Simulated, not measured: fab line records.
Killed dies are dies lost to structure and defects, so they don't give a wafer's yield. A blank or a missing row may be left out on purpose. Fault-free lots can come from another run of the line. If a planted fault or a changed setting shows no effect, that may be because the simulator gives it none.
Code-filled problem report in 8D (eight disciplines) form	flow n5 finfet	the parts of the form that need people (team, actions taken, sign-off) are left out
Where a reading is given only as a bound, like >300, the bound stands for it, and a mean or a difference that rests on one is marked > or <: the true number lies beyond.

## 1. PROBLEM STATEMENT
N5_WELL_APT_INSPECT_38, raw defect count: mean 630 over 1 wafer from 1 lot; wafers with no fault: 13, standard deviation 4.8. That is +99 or more standard deviations from the usual mean.
The step: inspects for defects (darkfield).
The first sign was on wafer L282.3 at day 4 06:22, on defect inspect-02. Wafers with a number at this step in the record: 15, from 5 lots. Rule for "out" (also "out of limits"): further than 4 standard deviations from the usual mean. The other wafers with a number count as sound.

## 2. WHAT THIS IS AND IS NOT
question	is	is not
which readings at this step	raw defect count	-
which lots	L282	L275, L276, L289, L293
which wafers of those lots	L282.3	L282.2, L282.4
read on which gauges	defect inspect-02	defect inspect-01
when	from day 4 06:22	up to then (8 sound wafers); but 6 sound wafers of L289, L293 came after

## 3. THE SUSPECTS, EACH WITH WHAT RULES IT OUT
Counting: if a tool at a process step up to the reading ran every lot that is out, it stays a suspect. Sound lots after the first of them don't rule it out here, since some wafers of a struck lot are sound.
- the gauge at N5_WELL_APT_INSPECT_38 has been ruled out. All the wafers that are out were read on defect inspect-02, but those of them that N5_PASSIVATION_PROBE_49 has rows for are out there too, on other tools.
- rie diel-02 at N5_WELL_APT_DESCUM_30 (chemistry O2, time 7.9 s): kept. L282, the lot that is out, went through it at day 4 03:16; up to then, the latest sound lot through it was L275 at day 2 09:04.
- rtp anneal-01 at N5_WELL_APT_RTA_34 (time 10 s): kept. L282, the lot that is out, went through it at day 4 05:20; up to then, the latest sound lot through it was L276 at day 2 16:18.
- wet bench-06 at N5_WELL_APT_PRECLEAN_39 (cleans in dHF, time 60 s): kept. L282, the lot that is out, went through it at day 4 05:34; up to then, the latest sound lot through it was L276 at day 2 16:29.
- epi rpcvd-01 at N5_WELL_APT_EPI_41 (deposits Si from SiH4/H2, target thk 50 nm, time 297.7 s): kept. L282, the lot that is out, went through it at day 4 05:50; up to then, the latest sound lot through it was L276 at day 2 16:33.
- At N5_WELL_APT_DESCUM_30, inside rie diel-02: chamber 3 took the wafers that are out, while their sound lot-mates went through chambers 0, 1.
Left after counting: rie diel-02 at N5_WELL_APT_DESCUM_30, rtp anneal-01 at N5_WELL_APT_RTA_34, wet bench-06 at N5_WELL_APT_PRECLEAN_39, epi rpcvd-01 at N5_WELL_APT_EPI_41.

## 4. THE CAUSE (what the simulator had put in)
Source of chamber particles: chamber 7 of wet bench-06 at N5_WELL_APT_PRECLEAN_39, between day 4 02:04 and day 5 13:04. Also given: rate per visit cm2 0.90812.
Of the 4 suspects that counting leaves, this tool is one.

## 5. THE EFFECT CHAIN, in route order
Each row: a reading where the mean over the struck wafers with a number is more than 3 standard deviations away from the usual. Scope: only readings with a usual standard deviation given in the record; hours: median across lots of the time from each lot's start at the first step in this table that gives one to its start at this step; sigmas: change in usual standard deviations.
hours	step	reading	usual	on struck wafers	change	sigmas
0	N5_WELL_APT_INSPECT_38	raw defect count	13	630	+617	+99 or more
0	N5_PMOS_HMC_CHANNEL_EPI_INSPECT_11	raw defect count	2.1	>300	>+298	+99 or more
258	N5_PASSIVATION_PROBE_49	defect limited yield	91.0 %	82.8	-8.2	-5.5
258	N5_PASSIVATION_PROBE_49	killed at front end	40	163	+123	+12
258	N5_PASSIVATION_PROBE_49	killed dies	106	203	+97	+5.4
258	N5_PASSIVATION_PROBE_49	sort_bin_5_function	5.2 %	11.2	+6.0	+6.2
258	N5_PASSIVATION_PROBE_49	sort n pass	1074	977	-97	-5.4
258	N5_PASSIVATION_PROBE_49	sort yield pct	91.0 %	82.8	-8.2	-5.5
Here are the process steps it includes:
- N5_PASSIVATION_PROBE_49
Later steps that measure or inspect, where all struck wafers having a row at the step show a number for every such reading and not one has moved that far: N5_PMOS_HMC_CHANNEL_EPI_CD_MEAS_09, N5_PMOS_HMC_CHANNEL_EPI_OVL_MEAS_10, N5_BEOL_M4_RC_MEAS_101.

## 6. WHAT WOULD HAVE CAUGHT IT SOONER
Counted from the fault's start at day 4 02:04, it took 4 hours until the first out-of-limits reading at a measuring or inspecting step in this record, taken at day 4 06:22.
Each of the lots that are out, 1 in all, had begun N5_WELL_APT_PRECLEAN_39 on wet bench-06 no later than day 4 06:22. Tool hold at that time: it would have spared none of them.
